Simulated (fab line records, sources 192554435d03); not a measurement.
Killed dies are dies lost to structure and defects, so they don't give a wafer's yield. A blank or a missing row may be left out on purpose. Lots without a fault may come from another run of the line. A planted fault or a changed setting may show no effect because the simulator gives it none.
Split-lot experiment | flow n5_finfet | 7 lots, 21 wafers read, on a route of 1938 steps

THE SPLIT
At N5_HKMG_FIN_COAT_43 (resist thk 90 nm), the setting spin_rpm was moved away from the recipe's 1500 rpm on 7 of the 21 wafers read, by -9.0% to -3.7%. The other wafers ran this setting at the recipe's value.

FROM THE SPLIT TO THE READING: what the file shows between them, 2 steps
- N5_HKMG_FIN_EBR_45
- N5_HKMG_FIN_SOFTBAKE_44: time 60 s

THE READING
CAR-ArF_of_HKMG_FIN_COAT_43.thk_nm (the simulator's own value, which no gauge read), in nm, at N5_HKMG_FIN_DESCUM_53 (chemistry O2, time 7.9 s). The file gives no usual value for it. The 14 wafers here that ran the recipe average 83.6 nm, standard deviation 0.32 nm.

wafer  | tool, chamber at the split | spin_rpm as run, rpm | against the recipe | CAR-ArF_of_HKMG_FIN_COAT_43.thk_nm, nm | against lot-mates on the recipe
L078.1 | litho_track-04, 0          | 1500                 | recipe             | 83.8                                   | -
L078.2 | litho_track-04, 0          | 1500                 | recipe             | 83.6                                   | -
L078.3 | litho_track-04, 0          | 1500                 | recipe             | 83.6                                   | -
L081.1 | litho_track-05, 0          | 1431                 | -4.6%              | 85.6                                   | +2.4
L081.4 | litho_track-05, 0          | 1500                 | recipe             | 83                                     | -
L081.5 | litho_track-05, 0          | 1500                 | recipe             | 83.4                                   | -
L082.1 | litho_track-04, 0          | 1500                 | recipe             | 83.8                                   | -
L082.2 | litho_track-04, 0          | 1500                 | recipe             | 83.6                                   | -
L082.3 | litho_track-04, 0          | 1500                 | recipe             | 83.6                                   | -
L083.3 | litho_track-04, 0          | 1412                 | -5.9%              | 86.8                                   | +2.6
L083.4 | litho_track-04, 0          | 1412                 | -5.9%              | 87                                     | +2.8
L083.6 | litho_track-04, 0          | 1500                 | recipe             | 84.2                                   | -
L090.1 | litho_track-05, 0          | 1365                 | -9.0%              | 87.6                                   | +4.4
L090.3 | litho_track-05, 0          | 1365                 | -9.0%              | 87.6                                   | +4.4
L090.6 | litho_track-05, 0          | 1500                 | recipe             | 83.2                                   | -
L093.1 | litho_track-05, 0          | 1500                 | recipe             | 83.6                                   | -
L093.4 | litho_track-05, 0          | 1500                 | recipe             | 83.4                                   | -
L093.6 | litho_track-05, 0          | 1500                 | recipe             | 83.4                                   | -
L095.2 | litho_track-04, 0          | 1444                 | -3.7%              | 85.6                                   | +1.4
L095.3 | litho_track-04, 0          | 1500                 | recipe             | 84.2                                   | -
L095.5 | litho_track-04, 0          | 1444                 | -3.7%              | 86.2                                   | +2.0

THE FIT
A straight line over all 21 wafers: CAR-ArF_of_HKMG_FIN_COAT_43.thk_nm changes by -0.483 nm for each +1% of spin_rpm; r = -0.97; the points scatter about the line by 0.38 nm.
The same after taking each lot's own level away (the mean of its wafers on the recipe; 21 wafers): -0.482 nm for each +1%; r = -1.00; scatter 0.15 nm.
On that fit, the largest move of spin_rpm shifts the reading by 4.3 nm.
The lots' own levels span 83.20 to 84.20 nm, that is 3.1 times the standard deviation above.
So the lot-to-lot level changes the slope little: the two slopes agree.
Check: with one of the wafers moved furthest among these (-9.0%) left out of the fit, the line predicts +4.3 nm for it against its lot-mates. It came out at +4.4 nm against them.

THE WHOLE CHAIN: every reading that the file lists as answering this split, in the file's order
step                  | what it does             | reading                                                                             | change (the file's fit)               | r (the file's)
N5_HKMG_FIN_COAT_43   | resist thk 90 nm         | CAR-ArF_of_HKMG_FIN_COAT_43.thk_nm (the simulator's own value, which no gauge read) | -0.492 nm for each +1% of the setting | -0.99
N5_HKMG_FIN_DESCUM_53 | chemistry O2, time 7.9 s | CAR-ArF_of_HKMG_FIN_COAT_43.thk_nm (the simulator's own value, which no gauge read) | -0.484 nm for each +1% of the setting | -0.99

THE FILE'S OWN FIT
CAR-ArF_of_HKMG_FIN_COAT_43.thk_nm changes by -0.484 nm for each +1% of spin_rpm, r = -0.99.
